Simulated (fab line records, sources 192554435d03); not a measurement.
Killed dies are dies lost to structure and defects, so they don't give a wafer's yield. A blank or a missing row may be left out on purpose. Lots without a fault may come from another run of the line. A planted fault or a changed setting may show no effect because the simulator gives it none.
Which tool did it? | flow n5_finfet | 9 lots, 27 wafers sampled, at 6 steps of a route of 1938

WHAT THE GAUGES READ, wafer by wafer
N5_PMOS_HMC_CHANNEL_EPI_INSPECT_11: inspects for defects (macro). Usual: raw_defect_count 2.0, standard deviation 1.4.
lot  | measured    | on                | raw_defect_count | flag
L920 | day 1 17:34 | defect_inspect-01 | 0 3 1            |
L922 | day 2 05:32 | defect_inspect-02 | 2 5 1            |
L924 | day 2 17:55 | defect_inspect-02 | 2 4 1            |
L925 | day 2 23:54 | defect_inspect-02 | 3 3 1            |
L934 | day 5 05:31 | defect_inspect-02 | 3 4 2            |
L938 | day 6 05:24 | defect_inspect-02 | 0 3 1            |
L940 | day 6 17:17 | defect_inspect-02 | 1 3 4            |
L941 | day 6 23:26 | defect_inspect-02 | 2 1 3            |
L943 | day 7 11:38 | defect_inspect-01 | 2 0 0            |

N5_PMOS_HMC_CHANNEL_EPI_THK_MEAS_22. Usual: HMC_CMP_THK 54.2 nm, standard deviation 0.55.
lot  | measured    | on            | HMC_CMP_THK (nm) | flag
L920 | day 1 20:49 | film_metro-01 | 54.6 54.0 53.6   |
L922 | day 2 07:52 | film_metro-02 | 53.3 54.0 53.9   |
L924 | day 2 21:08 | film_metro-02 | 53.7 55.1 54.2   |
L925 | day 3 02:11 | film_metro-02 | 54.9 54.2 54.5   |
L934 | day 5 08:02 | film_metro-01 | 55.1 58.8 53.6   |
L938 | day 6 08:04 | film_metro-02 | 55.4 53.9 55.4   |
L940 | day 6 19:59 | film_metro-01 | 53.7 54.0 53.2   |
L941 | day 7 02:04 | film_metro-01 | 54.2 53.8 53.7   |
L943 | day 7 14:35 | film_metro-02 | 54.6 54.5 53.7   |

N5_BEOL_M4_RC_MEAS_101. Usual: CJ_P 5.78, standard deviation 0.13; DIBL_N 36.2 mV/V, standard deviation 1.2; DIBL_P 36.3 mV/V, standard deviation 1.3; IOFF_N 0.155 nA/um, standard deviation 0.019; IOFF_P 0.210 nA/um, standard deviation 0.029; ION_N 677 uA/um, standard deviation 8.6; ION_P 465 uA/um, standard deviation 6.8; SS_N 71.4 mV/dec, standard deviation 0.48; SS_P 73.2 mV/dec, standard deviation 0.53; VT_N 249.9 mV, standard deviation 2.4; VT_P -250 mV, standard deviation 3.2.
lot  | measured     | on        | CJ_P           | DIBL_N (mV/V)  | DIBL_P (mV/V)  | IOFF_N (nA/um)    | IOFF_P (nA/um)    | ION_N (uA/um) | ION_P (uA/um) | SS_N (mV/dec)  | SS_P (mV/dec)  | VT_N (mV)         | VT_P (mV)      | flag
L920 | day 7 14:26  | prober-02 | 5.80 5.75 5.96 | 36.5 36.3 37.5 | 36.8 36.4 37.9 | 0.157 0.153 0.178 | 0.199 0.198 0.220 | 672 673 685   | 464 459 469   | 71.7 71.1 71.9 | 72.9 73.6 72.6 | 250.5 251.6 249.3 | -252 -250 -250 |
L922 | day 7 20:34  | prober-02 | 5.94 5.81 5.81 | 35.9 35.5 35.7 | 36.3 36.4 36.2 | 0.161 0.155 0.155 | 0.233 0.227 0.229 | 680 690 681   | 471 476 472   | 71.5 70.4 70.8 | 73.6 72.9 73.7 | 247.7 246.8 246.7 | -247 -247 -248 |
L924 | day 9 07:53  | prober-02 | 5.90 5.57 5.66 | 35.7 37.4 37.0 | 36.0 38.4 37.4 | 0.144 0.182 0.166 | 0.215 0.245 0.222 | 671 678 666   | 463 469 464   | 71.6 70.9 71.0 | 73.4 74.0 73.7 | 251.6 246.6 249.5 | -249 -247 -248 |
L925 | day 9 14:22  | prober-02 | 5.66 5.81 5.79 | 37.6 37.2 36.1 | 37.0 36.6 35.7 | 0.164 0.149 0.144 | 0.198 0.181 0.183 | 679 673 674   | 458 457 465   | 71.6 71.4 71.0 | 73.7 74.1 73.3 | 248.7 252.1 251.6 | -252 -253 -251 |
L934 | day 12 09:59 | prober-02 | 5.63 4.23 5.94 | 35.4 34.9 35.6 | 37.3 38.4 37.5 | 0.158 0.147 0.172 | 0.225 0.273 0.238 | 674 675 680   | 462 457 472   | 71.5 71.8 70.5 | 74.0 74.5 73.7 | 251.2 249.0 248.5 | -249 -248 -246 | OFF
L938 | day 12 18:44 | prober-02 | 5.62 5.84 5.67 | 36.5 35.7 36.0 | 37.6 36.6 37.3 | 0.155 0.142 0.145 | 0.216 0.194 0.219 | 672 676 676   | 464 464 463   | 70.9 71.5 71.8 | 73.4 73.3 73.5 | 250.2 251.9 251.1 | -248 -251 -248 |
L940 | day 13 15:44 | prober-02 | 5.86 5.74 5.87 | 34.4 35.5 35.8 | 35.3 36.5 36.0 | 0.122 0.139 0.135 | 0.160 0.180 0.172 | 668 681 664   | 457 462 452   | 70.6 71.3 71.3 | 72.8 73.1 72.6 | 253.7 249.6 249.5 | -255 -254 -251 |
L941 | day 13 20:10 | prober-02 | 5.67 5.87 5.88 | 37.6 37.3 37.2 | 36.5 37.1 36.3 | 0.155 0.156 0.147 | 0.207 0.218 0.203 | 665 680 671   | 457 465 467   | 71.7 71.6 71.3 | 72.6 72.3 73.1 | 250.2 250.3 250.7 | -250 -249 -249 |
L943 | day 14 10:47 | prober-02 | 5.62 5.47 5.84 | 35.4 36.9 37.4 | 33.4 35.5 36.0 | 0.128 0.159 0.164 | 0.159 0.188 0.199 | 657 673 674   | 451 459 458   | 70.9 71.7 71.9 | 72.4 72.8 73.6 | 252.2 250.4 249.7 | -254 -251 -252 |

WHICH TOOL RAN EACH LOT (tool, then ch and the chambers of the sampled wafers, then the start)
lot  | N5_PMOS_HMC_CHANNEL_EPI_FIN_RECESS_16 | N5_FIN_SAQP_DENSIFY_62          | N5_FIN_SAQP_HM_DEP_03
L920 | rie_si-05 ch 1,2,3, day 1 18:03       | rtp_anneal-01 ch 0, day 1 21:38 | pecvd-04 ch 0,2, day 1 21:50
L922 | rie_si-03 ch 0,1, day 2 06:02         | rtp_anneal-01 ch 0, day 2 08:41 | pecvd-03 ch 1,2, day 2 08:53
L924 | rie_si-05 ch 1,2,3, day 2 18:25       | rtp_anneal-02 ch 0, day 2 22:11 | pecvd-03 ch 1,2, day 2 22:24
L925 | rie_si-05 ch 1,2,3, day 3 00:23       | rtp_anneal-01 ch 0, day 3 03:08 | pecvd-02 ch 0,1,2, day 3 03:19
L934 | rie_si-04 ch 0,2,3, day 5 06:09       | rtp_anneal-01 ch 0, day 5 10:17 | pecvd-03 ch 0,1, day 5 10:28
L938 | rie_si-03 ch 0,3, day 6 06:16         | rtp_anneal-01 ch 0, day 6 09:14 | pecvd-02 ch 0,2, day 6 09:26
L940 | rie_si-03 ch 0,1,2, day 6 17:47       | rtp_anneal-02 ch 0, day 6 20:51 | pecvd-03 ch 0,1,2, day 6 21:04
L941 | rie_si-05 ch 0,1,2, day 7 00:16       | rtp_anneal-02 ch 0, day 7 03:16 | pecvd-04 ch 1,2, day 7 03:27
L943 | rie_si-05 ch 0,1,3, day 7 12:23       | rtp_anneal-02 ch 0, day 7 16:49 | pecvd-02 ch 0,1, day 7 17:01
- N5_PMOS_HMC_CHANNEL_EPI_FIN_RECESS_16: chemistry HBr/Cl2, target Si, target depth 54 nm, time 18 s.
- N5_FIN_SAQP_DENSIFY_62: time 60 s.
- N5_FIN_SAQP_HM_DEP_03: deposits SiNx from SiH4/NH3/N2, target thk 38 nm, time 33.6 s.

WHAT THE TOOLS THEMSELVES READ (means of the sampled wafers that have a number; where no wafer has one, the mark that the record gives instead)
N5_PMOS_HMC_CHANNEL_EPI_FIN_RECESS_16. Usual: HBr_flow_sccm 150.0 sccm, standard deviation 0.44; bias_w 74.98 W, standard deviation 0.24; drypump_motor_current_A 5.84 A, standard deviation 0.27; oes_product_au 1.000 a.u., standard deviation 0.016; throttle_valve_pct 35.5 %, standard deviation 0.33.
lot  | tool      | HBr_flow_sccm (sccm) | bias_w (W) | drypump_motor_current_A (A) | oes_product_au (a.u.) | throttle_valve_pct (%) | flag
L920 | rie_si-05 | 150.1                | 74.84      | 5.71                        | 0.998                 | 35.7                   |
L922 | rie_si-03 | 149.5                | 74.88      | 5.88                        | 0.988                 | 35.5                   |
L924 | rie_si-05 | 150.1                | 74.81      | 5.71                        | 0.996                 | 35.7                   |
L925 | rie_si-05 | 150.0                | 74.94      | 5.71                        | 1.001                 | 35.7                   |
L934 | rie_si-04 | 149.8                | 74.96      | 5.65                        | 0.995                 | 35.9                   |
L938 | rie_si-03 | 149.4                | 75.54      | 5.78                        | 1.006                 | 35.0                   |
L940 | rie_si-03 | 149.8                | 74.83      | 5.99                        | 0.987                 | 35.3                   |
L941 | rie_si-05 | 150.1                | 75.08      | 5.80                        | 1.009                 | 35.7                   |
L943 | rie_si-05 | 150.1                | 75.06      | 5.83                        | 1.009                 | 35.6                   |

N5_FIN_SAQP_DENSIFY_62. Usual: lamp_power_pct 9.85 %, standard deviation 0.052; wafer_temp_C_max 703.2, standard deviation 0.61.
lot  | tool          | lamp_power_pct (%) | wafer_temp_C_max | flag
L920 | rtp_anneal-01 | 9.90               | 703.5            |
L922 | rtp_anneal-01 | 9.83               | 703.5            |
L924 | rtp_anneal-02 | 9.85               | 703.0            |
L925 | rtp_anneal-01 | 9.85               | 702.9            |
L934 | rtp_anneal-01 | 9.86               | 703.1            |
L938 | rtp_anneal-01 | 9.85               | 703.1            |
L940 | rtp_anneal-02 | 9.86               | 703.5            |
L941 | rtp_anneal-02 | 9.84               | 703.5            |
L943 | rtp_anneal-02 | 9.88               | 702.8            |

N5_FIN_SAQP_HM_DEP_03. Usual: heater_power_w 757 W, standard deviation 130; showerhead_plenum_p_Torr 5.13 Torr, standard deviation 0.06; showerhead_vpp_V 1120 V, standard deviation 44; throttle_valve_pct 40.5 %, standard deviation 2.
lot  | tool     | heater_power_w (W) | showerhead_plenum_p_Torr (Torr) | showerhead_vpp_V (V) | throttle_valve_pct (%) | flag
L920 | pecvd-04 | 858                | 5.17                            | 1145                 | 39.5                   |
L922 | pecvd-03 | 908                | 5.15                            | 1100                 | 39.3                   |
L924 | pecvd-03 | 962                | 5.15                            | 1102                 | 39.3                   |
L925 | pecvd-02 | 670                | 5.09                            | 1112                 | 39.8                   |
L934 | pecvd-03 | 758                | 5.13                            | 1127                 | 42.3                   |
L938 | pecvd-02 | 596                | 5.05                            | 1120                 | 39.4                   |
L940 | pecvd-03 | 829                | 5.13                            | 1101                 | 41.4                   |
L941 | pecvd-04 | 737                | 5.14                            | 1110                 | 39.6                   |
L943 | pecvd-02 | 766                | 5.13                            | 1086                 | 40.6                   |

THE ANSWER, worked out from the rows above alone
Rule: a lot is off if the mean of its wafers that have a number lies more than 3 standard deviations from the usual mean. A lot without any number at a reading at which 4 lots or more have one is off too. The other lots that the step has rows for count as sound. The gauges are gone through in route order, then the tools' own readings, and for those a lot's mean is taken as printed above. The first step at which some lot is off is used, and at that step the reading that is off furthest; a lot without a number counts as furthest.
Off: L934, at N5_BEOL_M4_RC_MEAS_101 (CJ_P).
A tool fits if, at a process step before that reading, it ran every lot that is off, and no sound lot after the first of them. The gauges at N5_BEOL_M4_RC_MEAS_101 are tried like those tools. One fits: rie_si-04 at N5_PMOS_HMC_CHANNEL_EPI_FIN_RECESS_16. It ran no sound lot before its first lot that is off in this sample, so the start can't be narrowed down.

WHAT THE SIMULATOR HAD PUT IN
Process parameter drift: rie_si-04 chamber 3, from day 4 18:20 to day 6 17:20, at N5_PMOS_HMC_CHANNEL_EPI_FIN_RECESS_16. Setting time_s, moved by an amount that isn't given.
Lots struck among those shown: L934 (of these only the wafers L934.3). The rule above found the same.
